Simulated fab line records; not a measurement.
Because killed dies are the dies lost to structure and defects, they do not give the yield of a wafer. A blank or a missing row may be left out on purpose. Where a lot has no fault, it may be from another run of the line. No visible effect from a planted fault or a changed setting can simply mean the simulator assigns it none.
Matching of chambers    flow nandHarc    4 sister chambers for NHARC_P_BONDPAD_ACTIVATE_29 on rieDiel-11
The step chemistry N2, time 60 s. 27 wafers are shown with their chamber, then 12 later ones without.

== EACH WAFER AND ITS CHAMBER ==
wafer   chamber  drypumpMotorCurrentA (A)  oesProductAu (a.u.)  rfVppV (V)
L074.2  2        5.5                       1.023                64.0
L074.3  0        6.1                       1.002                64.8
L074.5  3        5.9                       1.000                64.4
L075.2  0        6.1                       1.009                64.5
L075.4  1        5.0                       1.009                63.1
L075.5  0        6.1                       1.015                64.2
L077.3  0        6.0                       0.998                65.8
L077.4  3        5.9                       1.004                63.8
L077.5  1        5.0                       1.003                64.3
L078.1  1        5.0                       1.002                63.6
L078.3  0        6.0                       1.010                65.5
L078.5  2        5.6                       1.029                63.8
L080.1  3        5.9                       1.009                63.9
L080.2  1        5.0                       1.000                63.7
L080.6  2        5.6                       1.023                63.9
L081.2  1        5.0                       1.003                64.9
L081.3  0        6.1                       1.009                63.4
L081.6  2        5.5                       1.021                63.6
L083.1  2        5.5                       1.029                63.7
L083.3  0        6.0                       1.008                63.4
L083.4  1        5.0                       1.008                64.9
L086.3  1        5.0                       1.000                63.4
L086.5  1        5.0                       0.995                63.9
L086.6  0        6.1                       1.010                65.2
L091.1  0        6.1                       1.007                63.3
L091.2  2        5.5                       1.013                64.4
L091.6  3        5.9                       0.999                64.7

SIGNATURES (averages over the wafers above)
reading               chamber 0  chamber 1  chamber 2  chamber 3  scatter within a chamber
drypumpMotorCurrentA  6.067      5.000      5.533      5.900      0.0381
oesProductAu          1.00756    1.00250    1.02300    1.00300    0.005
rfVppV                64.456     63.975     63.900     64.200     0.7
Rule: for each reading, subtract the chamber's mean from the wafer's reading, divide by that reading's scatter and square the result; add these up over the readings and take the root, which gives the wafer's distance from the chamber. If the next closest chamber is less than 2 further off than the closest, the wafer can't be placed; otherwise it belongs to the closest. The scatter is the square root of a quotient: the sum, over the shown wafers, of each reading's squared deviation from its chamber's mean, divided by wafers minus chambers.

== WAFERS WHOSE CHAMBER IS MISSING ==
wafer   drypumpMotorCurrentA (A)  oesProductAu (a.u.)  rfVppV (V)
L092.1  6.1                       1.022                65.1
L092.4  5.0                       1.003                65.0
L092.6  5.9                       1.002                66.1
L095.3  5.5                       1.012                64.1
L095.5  5.5                       1.020                64.7
L095.6  5.0                       1.005                64.9
L096.2  5.0                       1.002                63.9
L096.3  6.1                       1.009                66.6
L096.5  6.0                       1.009                63.9
L097.3  5.1                       1.003                65.2
L097.4  5.5                       1.027                61.4
L097.6  5.6                       1.019                63.1

== CHAMBER TAKEN BY EACH ==
wafer   from the rows above      in truth
L092.1  0                        0
L092.4  1                        1
L092.6  3                        3
L095.3  2                        2
L095.5  2                        2
L095.6  1                        1
L096.2  1                        1
L096.3  0                        0
L096.5  can't be placed: 0 or 3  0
L097.3  1                        1
L097.4  2                        2
L097.6  2                        2
Placed correctly: 11 of 12. These rows do not allow placing 1 (true chamber among the candidates in 1). Number placed wrongly: 0.
